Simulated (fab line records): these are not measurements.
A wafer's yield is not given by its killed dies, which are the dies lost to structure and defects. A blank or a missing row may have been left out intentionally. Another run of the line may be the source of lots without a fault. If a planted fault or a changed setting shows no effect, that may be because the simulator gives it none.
Split-lot trial ; flow n5 finfet ; on a route of 1938 steps: 7 lots, 21 wafers read

== ABOUT THE SPLIT ==
At N5_BEOL_M9_TRENCH_ETCH_37 (etches SiCOH lowk in C4F6/O2, target depth 151.43 nm, time 49 s), the setting bias w was moved away from the recipe's 185 W on 7 of the 21 wafers read, by -14.3% to +12.8%. The other wafers ran this setting at the recipe's value.

== FROM THE SPLIT TO THE READING: what the file shows between them, 2 steps ==
- N5_BEOL_M9_ETCH_41: etches SiCN in CH3F/O2, target depth 36.6 nm, time 70.1 s
- N5_BEOL_M9_STRIP_80: strips in N2/H2, time 10 s

== THE READING ==
trench depth nm, in nm, at N5_BEOL_M9_OCD_MEAS_38. A value of 150.8 nm with a standard deviation of 2.3 nm is what fault-free wafers of this fab line usually give.

wafer;tool, chamber at the split;bias w as run, W;against the recipe;trench depth nm, nm;against lot-mates on the recipe
L075.2;rie diel-02, 3;185;recipe;152.2;-
L075.3;rie diel-02, 2;161.4;-12.8%;141.9;-9.8
L075.6;rie diel-02, 3;185;recipe;151.2;-
L076.3;rie diel-04, 2;185;recipe;153.0;-
L076.4;rie diel-04, 3;185;recipe;154.4;-
L076.5;rie diel-04, 1;170.2;-8.0%;147.2;-6.5
L081.2;rie diel-02, 1;185;recipe;151.6;-
L081.5;rie diel-02, 1;208.7;+12.8%;157.9;+8.3
L081.6;rie diel-02, 2;185;recipe;147.7;-
L080.2;rie diel-06, 3;200.3;+8.3%;151.5;+4.4
L080.5;rie diel-06, 1;200.3;+8.3%;154.1;+7.0
L080.6;rie diel-06, 0;185;recipe;147.1;-
L084.3;rie diel-02, 2;185;recipe;147.7;-
L084.5;rie diel-02, 0;185;recipe;153.5;-
L084.6;rie diel-02, 2;185;recipe;148.3;-
L085.2;rie diel-06, 3;185;recipe;149.4;-
L085.3;rie diel-06, 2;185;recipe;147.5;-
L085.5;rie diel-06, 1;185;recipe;150.1;-
L093.1;rie diel-04, 0;158.6;-14.3%;145.3;-7.2
L093.3;rie diel-04, 3;158.6;-14.3%;146.1;-6.4
L093.5;rie diel-04, 2;185;recipe;152.5;-

FIT RESULTS
A straight line over all 21 wafers: trench depth nm changes by +0.433 nm for each +1% of bias w; r = +0.79; the points scatter about the line by 2.4 nm.
The same after taking each lot's own level away (the mean of its wafers on the recipe; 21 wafers): +0.613 nm for each +1%; r = +0.93; scatter 1.6 nm.
According to that fit, moving bias w by its largest amount changes the reading by 8.7 nm.
Measured against the standard deviation above, the lots' own levels, which go from 147.10 to 153.70 nm, span 2.9 times it.
So the lot-to-lot level blurs the effect unless lot-mates are compared.
Check: -9.11 nm against its lot-mates is what the line predicts for one of the wafers moved furthest among these (-14.3%) when that wafer is left out of the fit. It came out at -7.2 nm against them.
Tool readings at the split's step, against how far the setting was moved: rf vpp V r = +0.97.

== OTHER SPLITS ON THESE WAFERS ==
These wafers also went through other splits before the reading. Each is held against what the fit with the lots' levels taken away leaves over:
other split on the same wafers;wafers away from the commonest value;r with trench depth nm (lot level and that fit taken away)
N5_BEOL_M8_EXPOSE_25 dose mj;3;+0.16
N5_BEOL_M8_ETCH_65 source w;7;+0.19

== THE WHOLE CHAIN: every reading that the file lists as answering this split, in the file's order ==
step;what it does;reading;change (the file's fit);r (the file's)
N5_BEOL_M9_TRENCH_ETCH_37;etches SiCOH lowk in C4F6/O2, target depth 151.43 nm, time 49 s;rf vpp V;+5.05 V for each +1% of the setting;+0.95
N5_BEOL_M9_TRENCH_ETCH_37;etches SiCOH lowk in C4F6/O2, target depth 151.43 nm, time 49 s;BEOL_M9.feature depth nm (the simulator's own value, which no gauge read);+0.648 nm for each +1% of the setting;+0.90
N5_BEOL_M9_TRENCH_ETCH_37;etches SiCOH lowk in C4F6/O2, target depth 151.43 nm, time 49 s;etch.depth nm (the simulator's own value, which no gauge read);+0.644 nm for each +1% of the setting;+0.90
N5_BEOL_M9_OCD_MEAS_38;;trench depth nm;+0.646 nm for each +1% of the setting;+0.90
N5_BEOL_M9_CMP_52;polishes, stops on SiCOH lowk, t overpolish 7 s, target thk 140 nm;Cu_of_BEOL_M9_ECD_50.thk nm (the simulator's own value, which no gauge read);+0.653 nm for each +1% of the setting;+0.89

== FILE'S OWN FIT ==
trench depth nm changes by +0.646 nm for each +1% of bias w, r = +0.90.
